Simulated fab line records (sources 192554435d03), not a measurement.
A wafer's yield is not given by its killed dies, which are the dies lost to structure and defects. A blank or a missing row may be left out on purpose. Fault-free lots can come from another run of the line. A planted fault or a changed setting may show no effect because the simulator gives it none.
Comparing a struck lot with a sound one | flow n5Finfet | 22 steps out of a route of 1938
Sound: these wafers, L214.1, L214.3, L214.4. Wafers L204.2, L204.3, L204.6 were the ones struck. The cause is given at the end.
Order at every step that has rows: each side's tool, ch and its chambers, its first start. Under that, the readings that differ: sound wafers | struck wafers | difference of the means | sigmas: that difference in standard deviations of wafers without a fault.
alike: words and numbers the same on both sides, and readings whose means are apart by under 2 such deviations; not compared: readings that were withheld, readings missing a value for some wafer, numbers with overlapping values and no deviation given by the record, and bounds like >300 which may hide the same value.
A row with sigmas, a row that says differs or no value, or rows on one side alone: a step with any of these is where the two part. Numbers that don't overlap but have no deviation are shown without sigmas and don't part them. A reading that every wafer of one side lacks parts them only if that side has two wafers or more.

first, 8 steps without rows for these wafers: N5_BEOL_M1_PRE_CLEAN_60 (time 15 s); N5_BEOL_M1_CO_CAP_55 (material Co, precursor CCTBA/H2, target thk 2 nm, time 102.1 s); N5_BEOL_M1_PRE_CLEAN_56 (time 15 s); N5_BEOL_M1_DEP_57 (deposits SiCN from 3MS/NH3, target thk 8 nm, time 14 s); N5_BEOL_M2_ILD_DEP_00 (deposits SiOC from DEMS/O2, target thk 79 nm, time 15.3 s); N5_BEOL_M2_PECVD_72 (deposits SiO2 from TEOS/O2, target thk 16 nm, time 18 s); N5_BEOL_M2_HM_DEP_02 (deposits TiN, target thk 20 nm); N5_BEOL_M2_COAT_61 (time 60 s, resist thk 60 nm).
N5_BEOL_M2_COAT_62: time 60 s, resist thk 12 nm.
  sound on lithoTrack-03 ch 0, day 11 16:54; struck on lithoTrack-05 ch 0, day 9 11:52
reading                                   | sound                | struck               | difference | sigmas
spinSpeedRpm (rpm)                        | 1500.8 1500.7 1501.5 | 1604.2 1604.1 1604.5 | +103.3     | +86
model.SiARC_of_BEOL_M2_COAT_62.thkNm (nm) | 12 12 12             | 11.6 11.6 11.6       | -0.4       | 
then, 9 steps without rows for these wafers: N5_BEOL_M2_COAT_73 (time 60 s, resist thk 5 nm); N5_BEOL_M2_COAT_05 (resist thk 30 nm); N5_BEOL_M2_EBR_07; N5_BEOL_M2_SOFTBAKE_06 (time 60 s); N5_BEOL_M2_EXPOSE_08 (exposes mask M2); N5_BEOL_M2_PEB_09 (peb time 60 s); N5_BEOL_M2_DEVELOP_10 (develop time 30 s); N5_BEOL_M2_DESCUM_16 (chemistry O2, time 7 s); N5_BEOL_M2_ETCH_74 (etches underlayer in N2/H2, target depth 6.5 nm, time 5.2 s).
N5_BEOL_M2_ETCH_63: etches SiARC in CF4, target depth 15.6 nm, time 26 s.
  sound on rieDiel-02 ch 1,2,3, day 11 17:43; struck on rieDiel-02 ch 1,2,3, day 9 12:18
reading                 | sound             | struck            | difference | sigmas
model.etch.depthNm (nm) | 11.99 11.97 11.95 | 11.62 11.66 11.66 | -0.32      | 
  alike: drypumpMotorCurrentA, etchRfOnTimeS, oesProductAu, rfVppV, showerheadPlenumPTorr, throttleValvePct
  not compared: rfHoursCounterH
then, 1 step without rows for these wafers: N5_BEOL_M2_ETCH_64 (etches SOC in N2/H2, target depth 75 nm, overetch 22.5 nm, time 121.9 s).
N5_BEOL_M4_RC_MEAS_101:
  sound on prober-02 ch 0, day 13 07:44; struck on prober-02 ch 0, day 10 20:37
reading       | sound          | struck         | difference | sigmas
SS_P (mV/dec) | 73.5 73.0 72.4 | 74.6 75.0 74.0 | +1.6       | +2
  alike: DIBL_N, DIBL_P, IOFF_N, IOFF_P, ION_N, ION_P, SS_N, VT_N, VT_P
-- a jump in the record: the struck wafers' starts before and after are 5 days apart (it breaks off in module BEOL_M4 and resumes in module PASSIVATION, where the first step shown is number 1936 of the route) --
N5_PASSIVATION_PROBE_49:
  sound on prober-01 at day 18 05:24; struck on prober-02 at day 15 14:28
reading          | sound    | struck   | difference | sigmas
killedAtFrontEnd | 57 42 42 | 23 26 14 | -26        | -2
  alike: defectLimitedYield, killed_at_M0_to_M3, killed_at_M4_up, killedAtContacts, killedAtOther, killedDies, killedOpen, killedShort, sort_bin_5_function, sort_bin_6_memory, sort_bin_8_speed, sortNPass, sortYieldPct

WHERE THEY PART
At N5_BEOL_M2_COAT_62 first; at N5_PASSIVATION_PROBE_49 last (within this record only).

WHY: the cause the simulator had injected
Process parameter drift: lithoTrack-05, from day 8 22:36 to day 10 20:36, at N5_BEOL_M2_COAT_62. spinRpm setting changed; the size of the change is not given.
